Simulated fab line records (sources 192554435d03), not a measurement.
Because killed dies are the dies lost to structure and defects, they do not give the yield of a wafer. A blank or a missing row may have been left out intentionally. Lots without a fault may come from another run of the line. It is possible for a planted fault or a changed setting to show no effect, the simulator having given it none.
Which tool did it? :: flow n5Finfet :: 24 lots with 72 wafers sampled at 6 steps, on a route of 1938 steps

== WHAT THE GAUGES SHOWED, per wafer ==
N5_BEOL_M7_RS_MEAS_57: a four-point-probe measurement.
lot: L075
measured: day 9 12:30
on: filmMetro-02
M7_RS (ohm/sq): 0.282 0.287 0.286

lot: L077
measured: day 9 13:26
on: filmMetro-01
M7_RS (ohm/sq): 0.285 0.279 0.294

lot: L074
measured: day 9 14:42
on: filmMetro-02
M7_RS (ohm/sq): 0.287 0.307 0.300

lot: L076
measured: day 9 15:52
on: filmMetro-01
M7_RS (ohm/sq): 0.286 0.287 0.280

lot: L080
measured: day 10 17:29
on: filmMetro-01
M7_RS (ohm/sq): 0.296 0.298 0.303

lot: L079
measured: day 10 17:44
on: filmMetro-01
M7_RS (ohm/sq): 0.288 0.279 0.280

lot: L078
measured: day 10 17:54
on: filmMetro-01
M7_RS (ohm/sq): 0.291 0.287 0.282

lot: L081
measured: day 11 01:08
on: filmMetro-01
M7_RS (ohm/sq): 0.273 0.282 0.282

lot: L082
measured: day 11 11:53
on: filmMetro-01
M7_RS (ohm/sq): 0.278 0.284 0.285

lot: L083
measured: day 11 17:20
on: filmMetro-01
M7_RS (ohm/sq): 0.287 0.289 0.282

lot: L084
measured: day 12 00:17
on: filmMetro-02
M7_RS (ohm/sq): 0.313 0.295 0.298

lot: L086
measured: day 12 01:22
on: filmMetro-02
M7_RS (ohm/sq): 0.287 0.280 0.278

lot: L085
measured: day 12 08:23
on: filmMetro-02
M7_RS (ohm/sq): 0.288 0.308 0.283

lot: L087
measured: day 12 20:07
on: filmMetro-02
M7_RS (ohm/sq): 0.280 0.301 0.305

lot: L088
measured: day 13 05:32
on: filmMetro-02
M7_RS (ohm/sq): 0.285 0.291 0.274

lot: L090
measured: day 13 07:37
on: filmMetro-02
M7_RS (ohm/sq): 0.284 0.278 0.281

lot: L092
measured: day 13 12:47
on: filmMetro-01
M7_RS (ohm/sq): 0.271 0.283 0.279

lot: L089
measured: day 13 20:46
on: filmMetro-02
M7_RS (ohm/sq): 0.292 0.274 0.290

lot: L091
measured: day 13 23:08
on: filmMetro-02
M7_RS (ohm/sq): 0.289 0.278 0.283

lot: L093
measured: day 14 05:38
on: filmMetro-02
M7_RS (ohm/sq): 0.286 0.304 0.286

lot: L095
measured: day 14 15:35
on: filmMetro-02
M7_RS (ohm/sq): 0.284 0.288 0.283

lot: L094
measured: day 14 15:49
on: filmMetro-02
M7_RS (ohm/sq): 0.276 0.275 0.279

lot: L096
measured: day 15 00:17
on: filmMetro-01
M7_RS (ohm/sq): 0.271 0.279 0.274

lot: L097
measured: day 15 11:29
on: filmMetro-01
M7_RS (ohm/sq): 0.286 0.279 0.284

N5_BEOL_M7_INSPECT_58: inspects for defects (darkfield).
lot: L075
measured: day 9 12:32
on: defectInspect-01
rawDefectCount: 67 88 77

lot: L077
measured: day 9 13:28
on: defectInspect-01
rawDefectCount: 68 72 58

lot: L074
measured: day 9 14:44
on: defectInspect-02
rawDefectCount: 78 85 99

lot: L076
measured: day 9 15:53
on: defectInspect-02
rawDefectCount: 69 78 51

lot: L080
measured: day 10 17:30
on: defectInspect-02
rawDefectCount: 59 69 49

lot: L079
measured: day 10 17:46
on: defectInspect-01
rawDefectCount: 44 44 44

lot: L078
measured: day 10 17:55
on: defectInspect-02
rawDefectCount: 90 78 77

lot: L081
measured: day 11 01:10
on: defectInspect-02
rawDefectCount: 85 61 68

lot: L082
measured: day 11 11:54
on: defectInspect-01
rawDefectCount: 75 89 85

lot: L083
measured: day 11 17:22
on: defectInspect-01
rawDefectCount: 31 46 69

lot: L084
measured: day 12 00:19
on: defectInspect-01
rawDefectCount: 55 78 105

lot: L086
measured: day 12 01:23
on: defectInspect-02
rawDefectCount: 60 86 73

lot: L085
measured: day 12 08:25
on: defectInspect-01
rawDefectCount: 45 59 85

lot: L087
measured: day 12 20:08
on: defectInspect-01
rawDefectCount: 66 31 56

lot: L088
measured: day 13 05:34
on: defectInspect-01
rawDefectCount: 44 46 57

lot: L090
measured: day 13 07:38
on: defectInspect-01
rawDefectCount: 65 84 58

lot: L092
measured: day 13 12:48
on: defectInspect-02
rawDefectCount: 159 77 80

lot: L089
measured: day 13 20:48
on: defectInspect-02
rawDefectCount: 55 61 83

lot: L091
measured: day 13 23:09
on: defectInspect-02
rawDefectCount: 63 73 92

lot: L093
measured: day 14 05:39
on: defectInspect-02
rawDefectCount: 131 65 134

lot: L095
measured: day 14 15:37
on: defectInspect-02
rawDefectCount: 45 70 92

lot: L094
measured: day 14 15:50
on: defectInspect-02
rawDefectCount: 99 53 89

lot: L096
measured: day 15 00:19
on: defectInspect-01
rawDefectCount: 78 90 44

lot: L097
measured: day 15 11:30
on: defectInspect-02
rawDefectCount: 87 89 66

N5_BEOL_M9_THK_MEAS_01.
lot: L075
measured: day 10 05:40
on: filmMetro-02
M9_ILD_THK (nm): 267 272 276

lot: L077
measured: day 10 05:56
on: filmMetro-01
M9_ILD_THK (nm): 272 276 274

lot: L074
measured: day 10 05:23
on: filmMetro-01
M9_ILD_THK (nm): 268 268 275

lot: L076
measured: day 10 06:40
on: filmMetro-02
M9_ILD_THK (nm): 265 266 270

lot: L080
measured: day 11 03:07
on: filmMetro-02
M9_ILD_THK (nm): 262 271 266

lot: L079
measured: day 11 04:02
on: filmMetro-01
M9_ILD_THK (nm): 265 268 266

lot: L078
measured: day 11 04:28
on: filmMetro-01
M9_ILD_THK (nm): 269 271 273

lot: L081
measured: day 11 09:55
on: filmMetro-01
M9_ILD_THK (nm): 266 274 276

lot: L082
measured: day 11 20:49
on: filmMetro-02
M9_ILD_THK (nm): 271 267 276

lot: L083
measured: day 12 00:43
on: filmMetro-01
M9_ILD_THK (nm): 265 265 266

lot: L084
measured: day 12 08:49
on: filmMetro-02
M9_ILD_THK (nm): 263 266 268

lot: L086
measured: day 12 09:16
on: filmMetro-01
M9_ILD_THK (nm): 270 273 273

lot: L085
measured: day 12 18:23
on: filmMetro-02
M9_ILD_THK (nm): 269 270 267

lot: L087
measured: day 13 06:48
on: filmMetro-02
M9_ILD_THK (nm): 266 267 268

lot: L088
measured: day 13 13:45
on: filmMetro-02
M9_ILD_THK (nm): 264 266 270

lot: L090
measured: day 13 16:04
on: filmMetro-02
M9_ILD_THK (nm): 265 266 269

lot: L092
measured: day 13 22:40
on: filmMetro-01
M9_ILD_THK (nm): 267 265 273

lot: L089
measured: day 14 06:11
on: filmMetro-02
M9_ILD_THK (nm): 267 269 269

lot: L091
measured: day 14 07:05
on: filmMetro-01
M9_ILD_THK (nm): 267 270 277

lot: L093
measured: day 14 15:09
on: filmMetro-02
M9_ILD_THK (nm): 274 276 270

lot: L095
measured: day 15 01:28
on: filmMetro-01
M9_ILD_THK (nm): 267 269 270

lot: L094
measured: day 15 01:24
on: filmMetro-02
M9_ILD_THK (nm): 268 267 267

lot: L096
measured: day 15 08:53
on: filmMetro-01
M9_ILD_THK (nm): 266 273 276

lot: L097
measured: day 15 20:09
on: filmMetro-02
M9_ILD_THK (nm): 270 268 272

== EACH LOT AND THE TOOL THAT RAN IT (in order: tool; ch and the chambers of the sampled wafers; start) ==
lot: L075
N5_BEOL_M7_SPUTTER_48: pvdSputter-03, day 9 11:18
N5_BEOL_M8_PECVD_70: pecvd-03 ch 0,1, day 9 13:11
N5_BEOL_M9_CURE_71: uvCure-01 ch 0, day 10 05:14

lot: L077
N5_BEOL_M7_SPUTTER_48: pvdSputter-02, day 9 12:31
N5_BEOL_M8_PECVD_70: pecvd-03 ch 0,1, day 9 14:10
N5_BEOL_M9_CURE_71: uvCure-02 ch 0, day 10 05:35

lot: L074
N5_BEOL_M7_SPUTTER_48: pvdSputter-01, day 9 13:24
N5_BEOL_M8_PECVD_70: pecvd-04 ch 0,1,2, day 9 15:23
N5_BEOL_M9_CURE_71: uvCure-02 ch 1, day 10 04:53

lot: L076
N5_BEOL_M7_SPUTTER_48: pvdSputter-02, day 9 14:37
N5_BEOL_M8_PECVD_70: pecvd-03 ch 0,1, day 9 16:34
N5_BEOL_M9_CURE_71: uvCure-03 ch 1, day 10 06:19

lot: L080
N5_BEOL_M7_SPUTTER_48: pvdSputter-03, day 10 16:18
N5_BEOL_M8_PECVD_70: pecvd-04 ch 0,1,2, day 10 18:09
N5_BEOL_M9_CURE_71: uvCure-02 ch 1, day 11 02:41

lot: L079
N5_BEOL_M7_SPUTTER_48: pvdSputter-02, day 10 16:34
N5_BEOL_M8_PECVD_70: pecvd-01 ch 0,2, day 10 18:26
N5_BEOL_M9_CURE_71: uvCure-01 ch 1, day 11 03:31

lot: L078
N5_BEOL_M7_SPUTTER_48: pvdSputter-03, day 10 16:35
N5_BEOL_M8_PECVD_70: pecvd-04 ch 0,1, day 10 18:38
N5_BEOL_M9_CURE_71: uvCure-02 ch 1, day 11 04:02

lot: L081
N5_BEOL_M7_SPUTTER_48: pvdSputter-02, day 11 00:08
N5_BEOL_M8_PECVD_70: pecvd-03 ch 1,2, day 11 02:04
N5_BEOL_M9_CURE_71: uvCure-02 ch 0, day 11 09:05

lot: L082
N5_BEOL_M7_SPUTTER_48: pvdSputter-01, day 11 10:49
N5_BEOL_M8_PECVD_70: pecvd-01 ch 0,1,2, day 11 13:02
N5_BEOL_M9_CURE_71: uvCure-01 ch 2, day 11 20:19

lot: L083
N5_BEOL_M7_SPUTTER_48: pvdSputter-03, day 11 16:19
N5_BEOL_M8_PECVD_70: pecvd-04 ch 0,1, day 11 18:01
N5_BEOL_M9_CURE_71: uvCure-01 ch 1, day 12 00:12

lot: L084
N5_BEOL_M7_SPUTTER_48: pvdSputter-01, day 11 23:15
N5_BEOL_M8_PECVD_70: pecvd-01 ch 1,2, day 12 00:58
N5_BEOL_M9_CURE_71: uvCure-02 ch 2, day 12 08:18

lot: L086
N5_BEOL_M7_SPUTTER_48: pvdSputter-01, day 12 00:26
N5_BEOL_M8_PECVD_70: pecvd-01 ch 1,2, day 12 02:02
N5_BEOL_M9_CURE_71: uvCure-03 ch 1, day 12 08:45

lot: L085
N5_BEOL_M7_SPUTTER_48: pvdSputter-03, day 12 06:56
N5_BEOL_M8_PECVD_70: pecvd-03 ch 0,2, day 12 09:04
N5_BEOL_M9_CURE_71: uvCure-03 ch 0, day 12 18:02

lot: L087
N5_BEOL_M7_SPUTTER_48: pvdSputter-01, day 12 18:52
N5_BEOL_M8_PECVD_70: pecvd-01 ch 0,1,2, day 12 20:47
N5_BEOL_M9_CURE_71: uvCure-02 ch 2, day 13 06:17

lot: L088
N5_BEOL_M7_SPUTTER_48: pvdSputter-01, day 13 04:29
N5_BEOL_M8_PECVD_70: pecvd-04 ch 0,1,2, day 13 06:13
N5_BEOL_M9_CURE_71: uvCure-02 ch 0, day 13 13:14

lot: L090
N5_BEOL_M7_SPUTTER_48: pvdSputter-01, day 13 06:22
N5_BEOL_M8_PECVD_70: pecvd-01 ch 0,1,2, day 13 08:17
N5_BEOL_M9_CURE_71: uvCure-01 ch 1, day 13 15:23

lot: L092
N5_BEOL_M7_SPUTTER_48: pvdSputter-03, day 13 11:44
N5_BEOL_M8_PECVD_70: pecvd-03 ch 1,2, day 13 13:27
N5_BEOL_M9_CURE_71: uvCure-03 ch 0, day 13 22:13

lot: L089
N5_BEOL_M7_SPUTTER_48: pvdSputter-02, day 13 19:37
N5_BEOL_M8_PECVD_70: pecvd-03 ch 0,1,2, day 13 21:29
N5_BEOL_M9_CURE_71: uvCure-01 ch 1, day 14 05:40

lot: L091
N5_BEOL_M7_SPUTTER_48: pvdSputter-01, day 13 22:03
N5_BEOL_M8_PECVD_70: pecvd-03 ch 0,1, day 14 00:17
N5_BEOL_M9_CURE_71: uvCure-02 ch 1, day 14 06:39

lot: L093
N5_BEOL_M7_SPUTTER_48: pvdSputter-02, day 14 04:25
N5_BEOL_M8_PECVD_70: pecvd-04 ch 0,1,2, day 14 06:19
N5_BEOL_M9_CURE_71: uvCure-03 ch 2, day 14 14:52

lot: L095
N5_BEOL_M7_SPUTTER_48: pvdSputter-01, day 14 14:08
N5_BEOL_M8_PECVD_70: pecvd-01 ch 1,2, day 14 16:16
N5_BEOL_M9_CURE_71: uvCure-03 ch 1, day 15 01:07

lot: L094
N5_BEOL_M7_SPUTTER_48: pvdSputter-01, day 14 14:44
N5_BEOL_M8_PECVD_70: pecvd-03 ch 0,1, day 14 16:29
N5_BEOL_M9_CURE_71: uvCure-02 ch 0, day 15 00:53

lot: L096
N5_BEOL_M7_SPUTTER_48: pvdSputter-01, day 14 23:04
N5_BEOL_M8_PECVD_70: pecvd-04 ch 0,1,2, day 15 00:58
N5_BEOL_M9_CURE_71: uvCure-02 ch 0, day 15 08:32

lot: L097
N5_BEOL_M7_SPUTTER_48: pvdSputter-03, day 15 10:15
N5_BEOL_M8_PECVD_70: pecvd-03 ch 0,2, day 15 12:38
N5_BEOL_M9_CURE_71: uvCure-03 ch 2, day 15 19:38
- N5_BEOL_M7_SPUTTER_48: material Cu, target thk 10 nm, time 1.667 s.
- N5_BEOL_M8_PECVD_70: deposits SiO2 from TEOS/O2, target thk 20 nm, time 22.7 s.
- N5_BEOL_M9_CURE_71: cures SiCOH lowk, time 240 s.

== AS READ BY THE TOOLS THEMSELVES (means over the sampled wafers that have a number; for cases with no such wafer, the mark the record gives instead) ==
N5_BEOL_M7_SPUTTER_48.
lot: L075
tool: pvdSputter-03
throttleValvePct (%): 30.8

lot: L077
tool: pvdSputter-02
throttleValvePct (%): 29.9

lot: L074
tool: pvdSputter-01
throttleValvePct (%): 29.5

lot: L076
tool: pvdSputter-02
throttleValvePct (%): 29.3

lot: L080
tool: pvdSputter-03
throttleValvePct (%): 29.8

lot: L079
tool: pvdSputter-02
throttleValvePct (%): 29.6

lot: L078
tool: pvdSputter-03
throttleValvePct (%): 29.7

lot: L081
tool: pvdSputter-02
throttleValvePct (%): 29.4

lot: L082
tool: pvdSputter-01
throttleValvePct (%): 29.5

lot: L083
tool: pvdSputter-03
throttleValvePct (%): 30.8

lot: L084
tool: pvdSputter-01
throttleValvePct (%): 29.4

lot: L086
tool: pvdSputter-01
throttleValvePct (%): 29.7

lot: L085
tool: pvdSputter-03
throttleValvePct (%): 31.1

lot: L087
tool: pvdSputter-01
throttleValvePct (%): 28.6

lot: L088
tool: pvdSputter-01
throttleValvePct (%): 28.8

lot: L090
tool: pvdSputter-01
throttleValvePct (%): 28.9

lot: L092
tool: pvdSputter-03
throttleValvePct (%): 30.8

lot: L089
tool: pvdSputter-02
throttleValvePct (%): 30.0

lot: L091
tool: pvdSputter-01
throttleValvePct (%): 29.6

lot: L093
tool: pvdSputter-02
throttleValvePct (%): 30.1

lot: L095
tool: pvdSputter-01
throttleValvePct (%): 29.6

lot: L094
tool: pvdSputter-01
throttleValvePct (%): 29.6

lot: L096
tool: pvdSputter-01
throttleValvePct (%): 29.4

lot: L097
tool: pvdSputter-03
throttleValvePct (%): 30.5

N5_BEOL_M8_PECVD_70.
lot: L075
tool: pecvd-03
heaterPowerW (W): 624
showerheadPlenumPTorr (Torr): 8.84
throttleValvePct (%): 23.3

lot: L077
tool: pecvd-03
heaterPowerW (W): 651
showerheadPlenumPTorr (Torr): 8.81
throttleValvePct (%): 23.1

lot: L074
tool: pecvd-04
heaterPowerW (W): 755
showerheadPlenumPTorr (Torr): 8.78
throttleValvePct (%): 22.0

lot: L076
tool: pecvd-03
heaterPowerW (W): 603
showerheadPlenumPTorr (Torr): 8.82
throttleValvePct (%): 22.9

lot: L080
tool: pecvd-04
heaterPowerW (W): 788
showerheadPlenumPTorr (Torr): 8.76
throttleValvePct (%): 22.2

lot: L079
tool: pecvd-01
heaterPowerW (W): 692
showerheadPlenumPTorr (Torr): 8.70
throttleValvePct (%): 21.8

lot: L078
tool: pecvd-04
heaterPowerW (W): 773
showerheadPlenumPTorr (Torr): 8.76
throttleValvePct (%): 21.9

lot: L081
tool: pecvd-03
heaterPowerW (W): 630
showerheadPlenumPTorr (Torr): 8.81
throttleValvePct (%): 22.2

lot: L082
tool: pecvd-01
heaterPowerW (W): 700
showerheadPlenumPTorr (Torr): 8.70
throttleValvePct (%): 22.1

lot: L083
tool: pecvd-04
heaterPowerW (W): 704
showerheadPlenumPTorr (Torr): 8.74
throttleValvePct (%): 21.8

lot: L084
tool: pecvd-01
heaterPowerW (W): 633
showerheadPlenumPTorr (Torr): 8.70
throttleValvePct (%): 22.3

lot: L086
tool: pecvd-01
heaterPowerW (W): 668
showerheadPlenumPTorr (Torr): 8.75
throttleValvePct (%): 21.7

lot: L085
tool: pecvd-03
heaterPowerW (W): 628
showerheadPlenumPTorr (Torr): 8.84
throttleValvePct (%): 21.5

lot: L087
tool: pecvd-01
heaterPowerW (W): 704
showerheadPlenumPTorr (Torr): 8.69
throttleValvePct (%): 22.1

lot: L088
tool: pecvd-04
heaterPowerW (W): 756
showerheadPlenumPTorr (Torr): 8.77
throttleValvePct (%): 22.2

lot: L090
tool: pecvd-01
heaterPowerW (W): 676
showerheadPlenumPTorr (Torr): 8.70
throttleValvePct (%): 22.1

lot: L092
tool: pecvd-03
heaterPowerW (W): 642
showerheadPlenumPTorr (Torr): 8.82
throttleValvePct (%): 22.3

lot: L089
tool: pecvd-03
heaterPowerW (W): 646
showerheadPlenumPTorr (Torr): 8.83
throttleValvePct (%): 22.3

lot: L091
tool: pecvd-03
heaterPowerW (W): 660
showerheadPlenumPTorr (Torr): 8.81
throttleValvePct (%): 23.5

lot: L093
tool: pecvd-04
heaterPowerW (W): 746
showerheadPlenumPTorr (Torr): 8.77
throttleValvePct (%): 22.3

lot: L095
tool: pecvd-01
heaterPowerW (W): 644
showerheadPlenumPTorr (Torr): 8.72
throttleValvePct (%): 22.2

lot: L094
tool: pecvd-03
heaterPowerW (W): 678
showerheadPlenumPTorr (Torr): 8.83
throttleValvePct (%): 23.4

lot: L096
tool: pecvd-04
heaterPowerW (W): 677
showerheadPlenumPTorr (Torr): 8.76
throttleValvePct (%): 22.2

lot: L097
tool: pecvd-03
heaterPowerW (W): 665
showerheadPlenumPTorr (Torr): 8.84
throttleValvePct (%): 21.7

N5_BEOL_M9_CURE_71.
lot: L075
tool: uvCure-01
lampPowerPct (%): 52.33
wafer_temp_C_max: 387.0

lot: L077
tool: uvCure-02
lampPowerPct (%): 52.25
wafer_temp_C_max: 386.4

lot: L074
tool: uvCure-02
lampPowerPct (%): 52.36
wafer_temp_C_max: 385.9

lot: L076
tool: uvCure-03
lampPowerPct (%): 52.28
wafer_temp_C_max: 387.3

lot: L080
tool: uvCure-02
lampPowerPct (%): 52.31
wafer_temp_C_max: 385.8

lot: L079
tool: uvCure-01
lampPowerPct (%): 52.29
wafer_temp_C_max: 387.8

lot: L078
tool: uvCure-02
lampPowerPct (%): 52.29
wafer_temp_C_max: 386.1

lot: L081
tool: uvCure-02
lampPowerPct (%): 52.31
wafer_temp_C_max: 385.9

lot: L082
tool: uvCure-01
lampPowerPct (%): 52.32
wafer_temp_C_max: 387.0

lot: L083
tool: uvCure-01
lampPowerPct (%): 52.31
wafer_temp_C_max: 387.7

lot: L084
tool: uvCure-02
lampPowerPct (%): 52.28
wafer_temp_C_max: 387.1

lot: L086
tool: uvCure-03
lampPowerPct (%): 52.35
wafer_temp_C_max: 386.4

lot: L085
tool: uvCure-03
lampPowerPct (%): 52.28
wafer_temp_C_max: 387.9

lot: L087
tool: uvCure-02
lampPowerPct (%): 52.29
wafer_temp_C_max: 387.2

lot: L088
tool: uvCure-02
lampPowerPct (%): 52.31
wafer_temp_C_max: 386.0

lot: L090
tool: uvCure-01
lampPowerPct (%): 52.27
wafer_temp_C_max: 388.2

lot: L092
tool: uvCure-03
lampPowerPct (%): 52.31
wafer_temp_C_max: 387.6

lot: L089
tool: uvCure-01
lampPowerPct (%): 52.31
wafer_temp_C_max: 387.8

lot: L091
tool: uvCure-02
lampPowerPct (%): 52.26
wafer_temp_C_max: 386.0

lot: L093
tool: uvCure-03
lampPowerPct (%): 52.30
wafer_temp_C_max: 386.9

lot: L095
tool: uvCure-03
lampPowerPct (%): 52.30
wafer_temp_C_max: 386.4

lot: L094
tool: uvCure-02
lampPowerPct (%): 52.29
wafer_temp_C_max: 385.9

lot: L096
tool: uvCure-02
lampPowerPct (%): 52.28
wafer_temp_C_max: 385.7

lot: L097
tool: uvCure-03
lampPowerPct (%): 52.29
wafer_temp_C_max: 386.8

== THE ANSWER, worked out from the rows above alone ==
Rule: usual is defined by the lots themselves. Put in order of their means at a reading, lots are off if they are a third of the lots or fewer, leave a main group of 4 or more, and stand apart from it by a gap of 3 or more times the standard deviation of the main group's means; of several such gaps the widest counts. Not used: any main group whose means are identical at the precision the tables above print for the reading. Also off: a lot with no number at a reading for which 4 or more lots have one. Any other lot the step has rows for is counted as sound. First the gauges in route order, then the tools' own readings, where a lot's mean is used as printed above. The first step at which some lot is off is used, and at that step the reading that is off furthest; a lot without a number counts as furthest.
No lot is off at any reading shown: from this, nothing can be told.

== WHAT THE SIMULATOR HAD PUT IN ==
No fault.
